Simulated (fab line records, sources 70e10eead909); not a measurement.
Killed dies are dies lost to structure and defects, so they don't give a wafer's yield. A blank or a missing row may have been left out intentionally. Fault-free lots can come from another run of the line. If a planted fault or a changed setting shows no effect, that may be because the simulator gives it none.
One fault seen from 2 desks | flow nand harc | each desk holds nothing but its own numbers, with what lay behind them at the end

## FROM THE METROLOGY DESK
What the gauges read, lot by lot, whatever tool the lot ran on: means of the sampled wafers that have a number. Any lot whose mean is over 4 standard deviations away from the usual mean is out of limits and marked OUT; that distance is given in the brackets.
Columns: A = cd nm at NHARC_A_CHANNEL_HOLE_D2_CD_MEAS_10, usual 100.0 nm
lot  | first seen here | A
L716 | day 14 02:11    | 100.1
L722 | day 16 20:29    | 99.9
L723 | day 17 12:19    | 97.8 (-4.9) OUT
L725 | day 17 19:47    | 99.1
L729 | day 19 12:05    | 99.3
L728 | day 19 12:15    | 98.3
L730 | day 20 07:35    | 100.1
L731 | day 20 18:50    | 99.8
L733 | day 21 07:19    | 99.7
L737 | day 22 10:34    | 99.7
L736 | day 22 15:00    | 100.3
Finding of this desk: L723 out of limits; the first was L723 at day 17 12:19, on cd nm at NHARC_A_CHANNEL_HOLE_D2_CD_MEAS_10. Within limits: L716, L722, L725, L729, L728, L730, L731, L733, L737, L736.

## AT THE TOOL OWNER'S DESK: arfi scanner-02
The tool's own readings at NHARC_A_CHANNEL_HOLE_D2_EXPOSE_07 (exposes mask HOLE D2, target cd 100 nm): means of the sampled wafers that have a number, for each lot that ran on this tool. Any lot whose mean is over 4 standard deviations away from the usual mean is out of limits and marked OUT; that distance is given in the brackets.
Columns: A = exposure dose mJ cm2 at NHARC_A_CHANNEL_HOLE_D2_EXPOSE_07, usual 59.64; B = focus offset nm at NHARC_A_CHANNEL_HOLE_D2_EXPOSE_07, usual 0.0 nm
lot  | first seen here | A               | B
L722 | day 16 20:21    | 59.65           | -0.1
L723 | day 17 12:11    | 57.45 (-38) OUT | -0.2
L725 | day 17 19:38    | 57.91 (-30) OUT | 0.3
L728 | day 19 12:07    | 58.17 (-25) OUT | 0.7
Finding of this desk: L723, L725, L728 out of limits; the first was L723 at day 17 12:11, on exposure dose mJ cm2 at NHARC_A_CHANNEL_HOLE_D2_EXPOSE_07. Within limits: L722.

## PUT TOGETHER
On L723, L725, L728, at day 17 12:11, an alarm was possible from the tool owner's desk.
L723 would have let the metrology desk raise an alarm at day 17 12:19.
The metrology desk has L725, L728 on record, within its limits.
Every lot named ran NHARC_A_CHANNEL_HOLE_D2_EXPOSE_07 on arfi scanner-02.

## WHAT THE SIMULATOR HAD PUT IN
Process parameter drift: arfi scanner-02, from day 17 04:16 on, at NHARC_A_CHANNEL_HOLE_D2_EXPOSE_07. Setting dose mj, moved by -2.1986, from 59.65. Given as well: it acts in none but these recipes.
Shown lots that were struck: L723, L725, L728.
Fault start to first reading out of limits, in hours, per desk: tool owner, 8; metrology, 8.
